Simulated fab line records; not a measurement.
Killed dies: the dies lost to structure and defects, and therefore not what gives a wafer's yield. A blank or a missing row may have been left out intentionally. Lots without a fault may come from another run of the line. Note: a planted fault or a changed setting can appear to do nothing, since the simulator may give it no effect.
Which tool did it? | flow n5Finfet | 11 lots, 33 wafers sampled, at 5 steps of a route of 1938

WHAT THE GAUGES READ, wafer by wafer
N5_WELL_APT_INSPECT_27: inspects for defects (macro).
lot  | measured    | on               | rawDefectCount
L518 | day 1 15:15 | defectInspect-01 | 0 2 0
L522 | day 2 14:46 | defectInspect-02 | 3 0 6
L523 | day 2 20:53 | defectInspect-01 | 3 4 2
L526 | day 3 14:46 | defectInspect-02 | 2 4 3
L534 | day 5 14:44 | defectInspect-01 | 1 2 2
L535 | day 5 21:08 | defectInspect-01 | 0 2 1
L537 | day 6 09:17 | defectInspect-01 | 2 1 3
L538 | day 6 15:17 | defectInspect-02 | 3 1 0
L539 | day 6 21:18 | defectInspect-02 | 2 1 1
L540 | day 7 02:46 | defectInspect-02 | 2 3 3
L541 | day 7 09:14 | defectInspect-02 | 4 2 0

N5_FIN_SAQP_OVL_MEAS_17.
lot  | measured    | on         | FIN_CORE_OVL (nm)
L518 | day 1 22:10 | overlay-01 | -0.8 -2.1 -0.3
L522 | day 2 22:17 | overlay-01 | 0.8 1.4 0.2
L523 | day 3 03:42 | overlay-01 | 0.1 -0.4 -0.6
L526 | day 3 22:09 | overlay-01 | -0.5 -1.0 0.6
L534 | day 5 21:16 | overlay-01 | - - -
L535 | day 6 04:07 | overlay-01 | - - -
L537 | day 6 15:44 | overlay-01 | 0.7 0.4 1.5
L538 | day 6 22:19 | overlay-02 | 0.3 0.5 1.3
L539 | day 7 04:05 | overlay-01 | -0.7 0.0 -1.1
L540 | day 7 09:17 | overlay-01 | 0.1 -0.3 0.2
L541 | day 7 15:58 | overlay-01 | -0.5 -0.1 0.0

WHICH TOOL RAN EACH LOT (tool, then ch and the chambers of the sampled wafers, then the start)
lot  | N5_PMOS_HMC_CHANNEL_EPI_DESCUM_14 | N5_PMOS_HMC_CHANNEL_EPI_FIN_RECESS_16 | N5_PMOS_HMC_CHANNEL_EPI_EPI_26
L518 | rieDiel-01 ch 1,2,3, day 1 17:34  | rieSi-05 ch 0,2,3, day 1 18:13        | epiRpcvd-02 ch 0, day 1 20:16
L522 | rieDiel-03 ch 0,2, day 2 17:10    | rieSi-04 ch 0,3, day 2 17:39          | epiRpcvd-03 ch 0, day 2 19:50
L523 | rieDiel-01 ch 1,2,3, day 2 23:17  | rieSi-04 ch 1,2, day 2 23:44          | epiRpcvd-04 ch 0, day 3 02:02
L526 | rieDiel-01 ch 0,2, day 3 17:35    | rieSi-04 ch 0,1,3, day 3 18:02        | epiRpcvd-04 ch 0, day 3 20:23
L534 | rieDiel-03 ch 0,1, day 5 17:18    | rieSi-04 ch 0,2, day 5 17:45          | epiRpcvd-04 ch 0, day 5 19:46
L535 | rieDiel-05 ch 2,3, day 5 23:13    | rieSi-05 ch 1,3, day 5 23:40          | epiRpcvd-02 ch 0, day 6 01:38
L537 | rieDiel-05 ch 1,2,3, day 6 11:37  | rieSi-05 ch 0,1,3, day 6 12:04        | epiRpcvd-04 ch 0, day 6 14:05
L538 | rieDiel-05 ch 0,1, day 6 17:50    | rieSi-05 ch 0,1,3, day 6 18:17        | epiRpcvd-03 ch 0, day 6 20:40
L539 | rieDiel-05 ch 1,2, day 6 23:32    | rieSi-06 ch 0,3, day 6 23:59          | epiRpcvd-04 ch 0, day 7 02:22
L540 | rieDiel-05 ch 2,3, day 7 05:02    | rieSi-05 ch 1,2,3, day 7 05:29        | epiRpcvd-04 ch 0, day 7 07:36
L541 | rieDiel-03 ch 0,2,3, day 7 11:40  | rieSi-04 ch 1,2,3, day 7 12:07        | epiRpcvd-02 ch 0, day 7 14:07
- N5_PMOS_HMC_CHANNEL_EPI_DESCUM_14: chemistry O2, time 7.9 s.
- N5_PMOS_HMC_CHANNEL_EPI_FIN_RECESS_16: chemistry HBr/Cl2, target Si, target depth 54 nm, time 18 s.
- N5_PMOS_HMC_CHANNEL_EPI_EPI_26: deposits Si from SiH4/H2, target thk 3.8 nm, time 22.7 s.

WHAT THE TOOLS THEMSELVES READ (means of the sampled wafers that have a number; where no wafer has one, the mark that the record gives instead)
N5_PMOS_HMC_CHANNEL_EPI_DESCUM_14.
lot  | tool       | drypumpMotorCurrentA (A) | oesProductAu (a.u.) | rfVppV (V) | showerheadPlenumPTorr (Torr) | throttleValvePct (%)
L518 | rieDiel-01 | 5.6                      | 0.69                | 243.0      | 2.10                         | 20.53
L522 | rieDiel-03 | 6.0                      | 0.90                | 243.0      | 2.12                         | 20.27
L523 | rieDiel-01 | 5.5                      | 0.79                | 243.4      | 2.10                         | 20.44
L526 | rieDiel-01 | 5.4                      | 0.69                | 243.1      | 2.06                         | 20.53
L534 | rieDiel-03 | 6.4                      | 0.80                | 243.1      | 2.08                         | 20.29
L535 | rieDiel-05 | 5.3                      | 0.83                | 242.9      | 2.08                         | 20.51
L537 | rieDiel-05 | 5.6                      | 0.76                | 244.4      | 2.12                         | 20.49
L538 | rieDiel-05 | 5.6                      | 0.69                | 242.3      | 2.11                         | 20.35
L539 | rieDiel-05 | 5.6                      | 0.74                | 243.5      | 2.11                         | 20.33
L540 | rieDiel-05 | 5.3                      | 0.81                | 243.0      | 2.08                         | 20.51
L541 | rieDiel-03 | 6.1                      | 0.85                | 244.1      | 2.15                         | 20.30

N5_PMOS_HMC_CHANNEL_EPI_FIN_RECESS_16.
lot  | tool     | HBr_flow_sccm (sccm) | biasW (W) | drypumpMotorCurrentA (A) | mfcCl2Sccm (sccm) | oesProductAu (a.u.) | throttleValvePct (%)
L518 | rieSi-05 | 150.4                | 74.95     | 5.8                      | 79.95             | 0.987               | 35.7
L522 | rieSi-04 | 150.1                | 74.81     | 5.6                      | 80.14             | 0.997               | 35.6
L523 | rieSi-04 | 150.2                | 75.30     | 5.9                      | 80.05             | 0.994               | 35.1
L526 | rieSi-04 | 150.0                | 74.88     | 5.7                      | 80.25             | 1.010               | 35.3
L534 | rieSi-04 | -                    | -         | -                        | -                 | -                   | -
L535 | rieSi-05 | -                    | -         | -                        | -                 | -                   | -
L537 | rieSi-05 | 150.2                | 74.93     | 5.8                      | 79.90             | 0.986               | 35.7
L538 | rieSi-05 | 150.1                | 75.01     | 5.7                      | 80.07             | 0.983               | 35.7
L539 | rieSi-06 | 150.2                | 75.20     | 5.6                      | 80.20             | 1.025               | 35.4
L540 | rieSi-05 | 149.9                | 75.02     | 6.1                      | 79.91             | 0.993               | 35.7
L541 | rieSi-04 | 150.2                | 75.06     | 5.8                      | 80.11             | 1.002               | 35.1

N5_PMOS_HMC_CHANNEL_EPI_EPI_26.
lot  | tool        | throttleValvePct (%)
L518 | epiRpcvd-02 | 12.3
L522 | epiRpcvd-03 | 11.7
L523 | epiRpcvd-04 | 11.5
L526 | epiRpcvd-04 | 11.5
L534 | epiRpcvd-04 | 11.5
L535 | epiRpcvd-02 | 12.3
L537 | epiRpcvd-04 | 11.6
L538 | epiRpcvd-03 | 11.6
L539 | epiRpcvd-04 | 11.5
L540 | epiRpcvd-04 | 11.4
L541 | epiRpcvd-02 | 12.3

THE ANSWER, worked out from the rows above alone
Rule: usual is defined by the lots themselves. Put in order of their means at a reading, lots are off if they are a third of the lots or fewer, leave a main group of 4 or more, and stand apart from it by a gap of 3 or more times the standard deviation of the main group's means; of several such gaps the widest counts. A main group is skipped when, at the precision printed for the reading in the tables above, its means are all equal. A lot without any number at a reading at which 4 lots or more have one is off too. Any other lot the step has rows for is counted as sound. First the gauges in route order, then the tools' own readings, where a lot's mean is used as printed above. The first step at which some lot is off is used, and at that step the reading that is off furthest; a lot without a number counts as furthest.
Off: L534, L535, seen at N5_FIN_SAQP_OVL_MEAS_17 (FIN_CORE_OVL). Without a number there: L534, L535. The main group: mean -0.0 nm, standard deviation 0.63.
If a tool, at a process step before that reading, ran all the lots that are off and no sound lot after the first of them, it fits. Not tried: the gauges at N5_FIN_SAQP_OVL_MEAS_17; whatever is off there is also off at N5_PMOS_HMC_CHANNEL_EPI_FIN_RECESS_16, on other tools, and gauge error can't account for it. Of those tried, none fits.

WHAT HAD BEEN PUT IN BY THE SIMULATOR
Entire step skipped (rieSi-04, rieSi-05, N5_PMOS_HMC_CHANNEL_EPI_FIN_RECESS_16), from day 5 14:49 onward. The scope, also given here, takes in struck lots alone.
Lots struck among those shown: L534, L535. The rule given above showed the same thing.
